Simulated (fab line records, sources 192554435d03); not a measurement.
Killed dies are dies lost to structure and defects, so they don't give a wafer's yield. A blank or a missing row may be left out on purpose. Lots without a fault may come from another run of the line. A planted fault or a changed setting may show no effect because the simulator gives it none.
A struck lot beside a sound one | flow n5_finfet | 16 steps out of a route of 1938
Sound: wafers L564.1, L564.5, L564.6. Struck: wafer L568.5. (L568.1 of the same lot was not struck and is left out.) The cause comes at the end.
At each step with rows: each side's tool, then ch and its chambers, then its first start. Under that, the readings that differ: sound wafers | struck wafers | difference of the means | sigmas: that difference in standard deviations of wafers without a fault.
alike: readings whose means differ by less than 2 such deviations, and words and numbers that are the same on both sides. not compared: withheld readings, readings that some wafer has no value for, bounds like >300 that may hide the same value, and numbers for which the record gives no deviation and whose values overlap.
The two part at a step that has a row with sigmas, a row that says differs or no value, or rows on one side only. Numbers that don't overlap but have no deviation are shown without sigmas and don't part them. A reading that every wafer of one side lacks parts them only if that side has two wafers or more.

N5_HKMG_FIN_INSPECT_61: inspects for defects (macro).
  sound on defect_inspect-01, day 4 11:43; struck on defect_inspect-02, day 5 12:07
  alike: raw_defect_count
N5_HKMG_FIN_DESCUM_53: chemistry O2, time 7.9 s.
  sound on rie_diel-04 ch 1,3, day 4 11:46; struck on rie_diel-04 ch 0, day 5 12:09
  alike: drypump_motor_current_A, oes_product_au, rf_vpp_V, showerhead_plenum_p_Torr, throttle_valve_pct
  not compared: rf_hours_counter_h
N5_HKMG_FIN_ETCH_54: etches SiARC in CF4, target depth 45.5 nm, time 75.8 s.
  sound on rie_diel-04 ch 1,3, day 4 11:49; struck on rie_diel-04 ch 0, day 5 12:11
  alike: drypump_motor_current_A, etch_rf_on_time_s, oes_product_au, rf_vpp_V, showerhead_plenum_p_Torr, throttle_valve_pct
  not compared: rf_hours_counter_h
N5_HKMG_FIN_ETCH_55: etches SOC in N2/H2, target depth 240 nm, time 300 s.
  sound on rie_diel-04 ch 1,3, day 4 11:52; struck on rie_diel-04 ch 0, day 5 12:14
  alike: drypump_motor_current_A, oes_product_au, rf_vpp_V, showerhead_plenum_p_Torr, throttle_valve_pct
  not compared: rf_hours_counter_h
then, 2 steps without rows for these wafers: N5_HKMG_FIN_STRIP_56 (strips in N2/H2); N5_HKMG_FIN_STRIP_57 (strips in CF4).
N5_HKMG_FIN_ETCH_58: etches SOC in N2/H2, target depth 215.8 nm, time 741 s.
  sound on rie_diel-04 ch 1,3, day 4 12:04; struck on rie_diel-04 ch 0, day 5 12:27
  alike: drypump_motor_current_A, oes_product_au, rf_vpp_V, showerhead_plenum_p_Torr, throttle_valve_pct
  not compared: rf_hours_counter_h
then, 2 steps without rows for these wafers: N5_HKMG_FIN_STRIP_93 (strips SOC in N2/H2, time 20 s); N5_HKMG_FIN_WET_ETCH_76 (etches Al2O3 in dNH4OH, stops on La2O3, target depth 2.25 nm, rinse time 30 s).
N5_HKMG_FIN_STRIP_60: strips in N2/H2, time 360 s.
  sound on plasma_asher-01 ch 0,1, day 4 12:39; struck on plasma_asher-02 ch 1, day 5 13:04
  reading                     | sound       | struck | difference | sigmas
  drypump_motor_current_A (A) | 5.8 5.9 5.8 | 6.7    | +0.9       | +2
  alike: heater_power_w
  not compared: rf_hours_counter_h
then, 2 steps without rows for these wafers: N5_HKMG_FIN_WET_ETCH_77 (etches La2O3 in dHCl, stops on HfO2, target depth 2 nm); N5_HKMG_FIN_WET_ETCH_78 (etches Al2O3 in dNH4OH, stops on La2O3, target depth 4.5 nm, rinse time 30 s).
N5_HKMG_FIN_ALD_79: deposits TiN, target thk 1.5 nm, pulse time 1 s, purge time 3 s.
  sound on ald_metal-02 ch 0,1,2, day 4 13:08; struck on ald_metal-01 ch 0, day 5 13:34
  reading                                  | sound       | struck | difference | sigmas
  ald_cycles                               | 68 68 68    | 89     | +21        |
  model.TiN_of_HKMG_FIN_ALD_79.thk_nm (nm) | 1.6 1.6 1.6 | 2      | +0         |
  alike: heater_power_w, precursor_pulse_height_rel
  not compared: since_wet_clean_h
then, 1 step without rows for these wafers: N5_HKMG_FIN_CVD_62 (deposits a-Si from Si2H6, target thk 3 nm, time 20.8 s).
-- the record jumps here: 4 days lie between the struck wafers' starts before and after (it left off in module HKMG_FIN and takes up again in module BEOL_M4, whose first step shown is number 1111 of the route) --
N5_BEOL_M4_RC_MEAS_101:
  sound on prober-01 ch 0, day 8 10:17; struck on prober-02 ch 0, day 9 08:05
  alike: DIBL_N, DIBL_P, IOFF_N, IOFF_P, ION_N, ION_P, SS_N, SS_P, VT_N, VT_P
-- the record jumps here: 4 days lie between the struck wafers' starts before and after (it left off in module BEOL_M4 and takes up again in module PASSIVATION, whose first step shown is number 1936 of the route) --
N5_PASSIVATION_PROBE_49:
  the record has rows for the struck wafers here (prober-01, day 13 15:21) and none for the sound ones

WHERE THEY PART
First at N5_HKMG_FIN_STRIP_60; last, within this record, at N5_PASSIVATION_PROBE_49.

WHY: what the simulator had put in
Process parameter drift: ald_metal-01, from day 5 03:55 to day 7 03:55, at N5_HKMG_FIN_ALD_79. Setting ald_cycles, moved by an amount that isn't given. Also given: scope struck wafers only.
